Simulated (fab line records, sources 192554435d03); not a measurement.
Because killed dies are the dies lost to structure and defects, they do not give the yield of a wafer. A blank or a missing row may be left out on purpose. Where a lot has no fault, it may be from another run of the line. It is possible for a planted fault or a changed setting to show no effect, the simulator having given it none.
Matching of chambers	flow n5_finfet	N5_GATE_CUT_ETCH_36 on rie_diel-05: 4 sister chambers
The step etches SiARC in CF4, target depth 13 nm, time 21.7 s. 4 wafers are shown with their chamber, then 9 later ones without.

WAFERS PAIRED WITH THEIR CHAMBERS
wafer	chamber	showerhead_plenum_p_Torr (Torr)
L085.3	0	2.10
L086.3	3	2.25
L086.4	1	2.04
L086.6	2	1.97

WAFERS MISSING THEIR CHAMBER
wafer	showerhead_plenum_p_Torr (Torr)
L091.1	2.10
L091.3	1.97
L091.6	2.24
L094.1	2.24
L094.4	2.10
L094.5	2.04
L095.1	1.97
L095.3	2.10
L095.6	2.10

EACH ONE'S CHAMBER
wafer	from the rows above	in truth
L091.1	0	0
L091.3	2	2
L091.6	3	3
L094.1	3	3
L094.4	0	0
L094.5	1	1
L095.1	2	2
L095.3	0	0
L095.6	0	0
Correct placement for 9 of the 9. From these rows, 0 cannot be placed. Wrongly placed: 0.
How it was worked out, from the rows above alone: a wafer's distance from a chamber is the root of the sum, over the readings, of the square of ((its reading less the chamber's mean) divided by the reading's scatter). If the next closest chamber is less than 2 further off than the closest, the wafer can't be placed; otherwise it belongs to the closest. A chamber's mean is the mean of its shown wafers. The scatter: root of mean squared gap, hidden wafer to nearest shown wafer, with one shown wafer a chamber.
